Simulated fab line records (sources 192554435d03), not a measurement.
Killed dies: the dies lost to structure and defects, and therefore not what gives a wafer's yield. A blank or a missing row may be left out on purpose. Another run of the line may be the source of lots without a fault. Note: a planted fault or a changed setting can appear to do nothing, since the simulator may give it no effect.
Chamber matching	flow n5_finfet	4 sister chambers for N5_BEOL_M6_DESCUM_16 on rie_diel-02
The step chemistry O2, time 7.9 s. 8 wafers are shown with their chamber, then 10 later ones without.

WAFERS PAIRED WITH THEIR CHAMBERS
wafer	chamber	showerhead_plenum_p_Torr (Torr)	throttle_valve_pct (%)
L078.5	2	2.18	20.52
L084.5	0	1.98	20.44
L085.1	3	1.99	20.70
L085.2	0	1.98	20.45
L095.5	3	1.99	20.73
L095.6	2	2.17	20.60
L097.3	1	2.15	20.52
L097.4	1	2.15	20.52

WAFERS WITH NO CHAMBER GIVEN
wafer	showerhead_plenum_p_Torr (Torr)	throttle_valve_pct (%)
L097.5	2.17	20.59
L091.1	2.24	20.09
L091.2	1.99	20.73
L091.3	2.15	20.53
L094.1	2.16	20.59
L094.5	1.98	20.74
L094.6	2.24	20.09
L089.1	2.15	20.54
L089.2	2.24	20.09
L089.3	1.98	20.72

EACH ONE'S CHAMBER
wafer	from the rows above	in truth
L097.5	2	2
L091.1	2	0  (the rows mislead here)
L091.2	3	3
L091.3	1	1
L094.1	can't be placed: 1 or 2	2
L094.5	3	3
L094.6	2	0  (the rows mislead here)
L089.1	1	1
L089.2	2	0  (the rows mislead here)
L089.3	3	3
6 of 10 placed correctly. Unplaceable from these rows: 1, with the true chamber sitting among the candidates in 1. 3 placed wrongly.
How it was worked out, from the rows above alone: a wafer's distance from a chamber is the root of the sum, over the readings, of the square of ((its reading less the chamber's mean) divided by the reading's scatter). The wafer belongs to the nearest chamber; if the next one is less than 2 further off, it can't be placed. A chamber's mean is the mean of its shown wafers. The scatter is the square root of a quotient: the sum, over the shown wafers, of each reading's squared deviation from its chamber's mean, divided by wafers minus chambers.
